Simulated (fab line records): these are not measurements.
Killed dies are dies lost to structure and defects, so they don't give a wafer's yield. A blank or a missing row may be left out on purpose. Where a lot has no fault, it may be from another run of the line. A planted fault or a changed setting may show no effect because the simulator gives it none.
A struck lot beside a sound one | flow n5 finfet | 15 out of 1938 route steps
Sound: the wafers L373.2, L373.4, L373.5. Struck: wafer L394.2 (left out: L394.3, L394.6 of the same lot, which were not struck); the cause appears at the end.
At each step with rows: each side's tool, then ch and its chambers, then its first start. Under that, the readings that differ: sound wafers | struck wafers | difference of the means | sigmas: that difference in standard deviations of wafers without a fault.
alike: readings with means less than 2 such deviations apart, plus words and numbers identical on both sides. not compared: withheld readings, readings lacking a value on some wafer, bounds such as >300 that could conceal the same value, and numbers that have no deviation in the record and whose values overlap.
The two part at a step that has a row with sigmas, a row that says differs or no value, or rows on one side only. Non-overlapping numbers with no deviation appear without sigmas and do not part them. Lack of a reading on every wafer of one side parts them only where that side has two or more wafers.

N5_BEOL_M8_OCD_MEAS_38:
  sound: ocd-02 at day 10 14:19; struck: ocd-01 at day 16 02:57
  alike: trench depth nm
then, 4 steps without rows for these wafers: N5_BEOL_M8_HM_STRIP_39 (strips TiN in peroxide tin strip, target depth 25 nm, time 158 s); N5_BEOL_M8_SRD_40 (time 30 s); N5_BEOL_M8_PRECLEAN_42 (cleans in residue remover, time 60 s); N5_BEOL_M8_SRD_43 (time 30 s).
N5_BEOL_M8_CD_MEAS_35: the cd target is 40 nm.
  sound: cd sem-01 at day 10 14:29; struck: cd sem-02 at day 16 03:06
  alike: cd nm
N5_BEOL_M8_CURE_75: cures SiCOH lowk, time 120 s.
  sound on uv cure-03 ch 2, day 10 14:34; struck on uv cure-03 ch 1, day 16 03:11
  reading            | sound             | struck | difference | sigmas
  lamp power pct (%) | 52.28 52.28 52.23 | 52.39  | +0.13      | +2
  alike: wafer_temp_C_max
N5_BEOL_M8_DEGAS_44: time 60 s.
  sound: pvd sputter-03 at day 10 14:53; struck: pvd sputter-01 at day 16 04:48
  reading            | sound       | struck | difference | sigmas
  heater power w (W) | 342 331 361 | 298    | -47        | -2
N5_BEOL_M8_PRE_CLEAN_45: time 30 s.
  sound: pvd sputter-03 at day 10 14:56; struck: pvd sputter-01 at day 16 04:50
  reading            | sound       | struck | difference | sigmas
  heater power w (W) | 341 333 361 | 293    | -52        | -2
N5_BEOL_M8_ALD_77: deposits TaN, target thk 2 nm, pulse time 2 s, purge time 3 s.
  sound on ald metal-02 ch 0,2,3, day 10 14:59; struck on ald metal-02 ch 0, day 16 04:54
  alike: heater power w, precursor vessel pressure torr
N5_BEOL_M8_SURFACE_TREAT_79:
  sound: pvd sputter-02 at day 10 15:21; struck: pvd sputter-02 at day 16 05:14
  not compared: throttle valve pct
then, 1 step without rows for these wafers: N5_BEOL_M8_CVD_78 (deposits Co from CCTBA/H2, target thk 2 nm, time 142.3 s).
N5_BEOL_M8_SPUTTER_48: material Cu, target thk 10 nm, time 1.667 s.
  sound: pvd sputter-01 at day 10 16:47; struck: pvd sputter-02 at day 16 05:28
  reading                | sound             | struck | difference | sigmas
  cathode dc power W (W) | 25999 25999 25996 | 27738  | +1740      | +99 or more
  alike: throttle valve pct
then, 1 step without rows for these wafers: N5_BEOL_M8_ECD_50 (material Cu, target thk 300 nm).
N5_PASSIVATION_PROBE_49:
  sound wafers here have rows in the record (prober-01, day 13 20:13); struck ones have none

== WHERE THEY PART ==
Last at N5_PASSIVATION_PROBE_49 as far as this record goes, first at N5_BEOL_M8_CURE_75.

WHY: what the simulator had put in
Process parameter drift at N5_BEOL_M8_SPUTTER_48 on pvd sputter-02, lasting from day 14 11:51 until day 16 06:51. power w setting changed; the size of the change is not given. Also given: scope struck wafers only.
